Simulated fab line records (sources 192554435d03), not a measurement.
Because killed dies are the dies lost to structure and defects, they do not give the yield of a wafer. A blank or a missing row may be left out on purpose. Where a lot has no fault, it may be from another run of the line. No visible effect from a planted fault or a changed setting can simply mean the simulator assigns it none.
Split-lot trial | flow n5 finfet | route with 1938 steps; 7 lots, 39 wafers read

THE SPLIT ITSELF
At N5_FIN_SAQP_SPACER2_ALD_28 (deposits SiO2, target thk 8.1 nm, pulse time 1 s, purge time 2 s), the setting target thk a was moved away from the recipe's 81 angstrom on 15 of the 39 wafers read, by -47.1% to +56.5%. All remaining wafers had this setting at the recipe value.

FROM THE SPLIT TO THE READING: what the file shows between them, 9 steps
- N5_FIN_SAQP_SPACER2_ETCHBACK_29: etches SiO2 in CHF3/O2, target depth 12.2 nm, time 6.1 s
- N5_FIN_SAQP_MANDREL2_REMOVE_60: chemistry HBr/Cl2/O2, target a-Si, stops on SiNx, bt time 10 s
- N5_FIN_SAQP_CD_MEAS_31: target cd 8 nm
- N5_FIN_SAQP_HM_OPEN_33: chemistry CH3F/O2, target SiNx, target depth 49.4 nm, time 70.6 s
- N5_FIN_SAQP_ETCH_34: etches SiO2 in C4F6/O2, target depth 45 nm, time 15 s
- N5_FIN_SAQP_STRIP_77: strips in N2/H2, time 90 s
- N5_FIN_SAQP_HM_CD_35: target cd 8 nm
- N5_FIN_SAQP_ETCH_64: etches SiO2 in CF4, target depth 1.5 nm
- N5_FIN_SAQP_FIN_ETCH_36: etches the open film in HBr/Cl2/O2, target depth 120 nm, time 50.4 s

THE READING
cd nm at N5_FIN_SAQP_CD_MEAS_37, given in nm (cd target 8 nm). Typical for fault-free wafers on this fab line: 8.07 nm, with standard deviation 0.26 nm.

wafer  | tool, chamber at the split | target thk a as run, angstrom | against the recipe | cd nm, nm | against lot-mates on the recipe
L077.1 | ald sin-02, 3,1,0          | 106.1                         | +31.0%             | 9.98      | +2.21
L077.2 | ald sin-02, 3,1,0          | 106.1                         | +31.0%             | 11.13     | +3.36
L077.3 | ald sin-02, 2              | 81                            | recipe             | 7.76      | -
L077.4 | ald sin-02, 3,1,0          | 106.1                         | +31.0%             | 10.74     | +2.97
L077.5 | ald sin-02, 2              | 81                            | recipe             | 7.79      | -
L077.6 | ald sin-02, 3              | 81                            | recipe             | 7.77      | -
L080.3 | ald sin-03, 1,3            | 81                            | recipe             | 7.81      | -
L080.4 | ald sin-03, 3              | 81                            | recipe             | 8.02      | -
L080.5 | ald sin-03, 1,3            | 81                            | recipe             | 8.12      | -
L082.1 | ald sin-01, 0,2,3          | 81                            | recipe             | 7.95      | -
L082.2 | ald sin-01, 2,3            | 126.8                         | +56.5%             | 12.56     | +4.24
L082.3 | ald sin-01, 1              | 126.8                         | +56.5%             | 12.54     | +4.22
L082.4 | ald sin-01, 2,3            | 126.8                         | +56.5%             | 12.72     | +4.40
L082.5 | ald sin-01, 0,2,3          | 81                            | recipe             | 8.52      | -
L082.6 | ald sin-01, 0,2,3          | 81                            | recipe             | 8.49      | -
L083.1 | ald sin-02, 2,1            | 81                            | recipe             | 7.91      | -
L083.2 | ald sin-02, 0,1,0,2        | 81                            | recipe             | 8.17      | -
L083.3 | ald sin-02, 0,1,0,2        | 81                            | recipe             | 8.14      | -
L083.4 | ald sin-02, 0,1,0,2        | 81                            | recipe             | 8.01      | -
L083.5 | ald sin-02, 0,1,0,2        | 81                            | recipe             | 7.75      | -
L083.6 | ald sin-02, 2,1            | 81                            | recipe             | 8.01      | -
L084.1 | ald sin-01, 2,0,3          | 81                            | recipe             | 8.15      | -
L084.2 | ald sin-01, 2,0,3          | 81                            | recipe             | 7.59      | -
L084.3 | ald sin-01, 2,0,3          | 81                            | recipe             | 8.09      | -
L084.4 | ald sin-01, 1,2,1          | 112.1                         | +38.4%             | 11.49     | +3.55
L084.5 | ald sin-01, 1,2,1          | 112.1                         | +38.4%             | 10.61     | +2.67
L084.6 | ald sin-01, 1,2,1          | 112.1                         | +38.4%             | 10.70     | +2.76
L085.1 | ald sin-03, 3              | 81                            | recipe             | 7.88      | -
L085.2 | ald sin-03, 2              | 68.79                         | -15.1%             | 6.93      | -1.05
L085.3 | ald sin-03, 1,2            | 81                            | recipe             | 8.00      | -
L085.4 | ald sin-03, 0,1            | 68.79                         | -15.1%             | 6.61      | -1.37
L085.5 | ald sin-03, 0,1            | 68.79                         | -15.1%             | 7.18      | -0.80
L085.6 | ald sin-03, 1,2            | 81                            | recipe             | 8.07      | -
L097.1 | ald sin-01, 3,1,0          | 42.87                         | -47.1%             | 4.67      | -3.22
L097.2 | ald sin-01, 0,2,3          | 81                            | recipe             | 7.80      | -
L097.3 | ald sin-01, 0,2,3          | 81                            | recipe             | 7.81      | -
L097.4 | ald sin-01, 3,1,0          | 42.87                         | -47.1%             | 4.34      | -3.55
L097.5 | ald sin-01, 0,2,3          | 81                            | recipe             | 8.05      | -
L097.6 | ald sin-01, 3,1,0          | 42.87                         | -47.1%             | 4.19      | -3.70
The file does not say which wafer passed through which chamber wherever a row lists several chambers: such a row stands for several wafers.

THE FIT
A straight line over all 39 wafers: cd nm changes by +0.0791 nm for each +1% of target thk a; r = +0.99; the points scatter about the line by 0.28 nm.
The same after taking each lot's own level away (the mean of its wafers on the recipe; 39 wafers): +0.0771 nm for each +1%; r = +0.99; scatter 0.27 nm.
According to that fit, moving target thk a by its largest amount changes the reading by 4.4 nm.
The span of the lots' own levels, 7.773 to 8.320 nm, comes to 2.1 times the standard deviation stated above.
Hence the lot-to-lot level has little effect on the slope; both slopes agree.
Check: with one of the wafers moved furthest among these (+56.5%) left out of the fit, the line predicts +4.44 nm for it against its lot-mates. It came out at +4.24 nm against them.

FURTHER SPLITS ON THESE WAFERS
Note: prior to the reading, these wafers also went through further splits. Each is held against what the fit with the lots' levels taken away leaves over:
other split on the same wafers | wafers away from the commonest value | r with cd nm (lot level and that fit taken away)
N5_ZERO_LAYER_PECVD_02 time s  | 12                                   | -0.09

THE WHOLE CHAIN: every reading that the file lists as answering this split, in the file's order
step                           | what it does                                                         | reading                                                                                 | change (the file's fit)                | r (the file's)
N5_FIN_SAQP_SPACER2_ALD_28     | deposits SiO2, target thk 8.1 nm, pulse time 1 s, purge time 2 s     | SiO2_of_FIN_SAQP_SPACER2_ALD_28.thk nm (the simulator's own value, which no gauge read) | +0.0818 nm for each +1% of the setting | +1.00
N5_FIN_SAQP_MANDREL2_REMOVE_60 | chemistry HBr/Cl2/O2, target a-Si, stops on SiNx, bt time 10 s       | FIN_SAQP.cd nm (the simulator's own value, which no gauge read)                         | +0.0805 nm for each +1% of the setting | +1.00
N5_FIN_SAQP_CD_MEAS_31         | target cd 8 nm                                                       | cd nm                                                                                   | +0.0777 nm for each +1% of the setting | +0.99
N5_FIN_SAQP_HM_CD_35           | target cd 8 nm                                                       | cd nm                                                                                   | +0.0823 nm for each +1% of the setting | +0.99
N5_FIN_SAQP_FIN_ETCH_36        | etches the open film in HBr/Cl2/O2, target depth 120 nm, time 50.4 s | FIN_SAQP.cd nm (the simulator's own value, which no gauge read)                         | +0.0815 nm for each +1% of the setting | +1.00
N5_FIN_SAQP_CD_MEAS_37         | target cd 8 nm                                                       | cd nm                                                                                   | +0.0775 nm for each +1% of the setting | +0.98

FILE'S OWN FIT
cd nm changes by +0.0775 nm for each +1% of target thk a, r = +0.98.
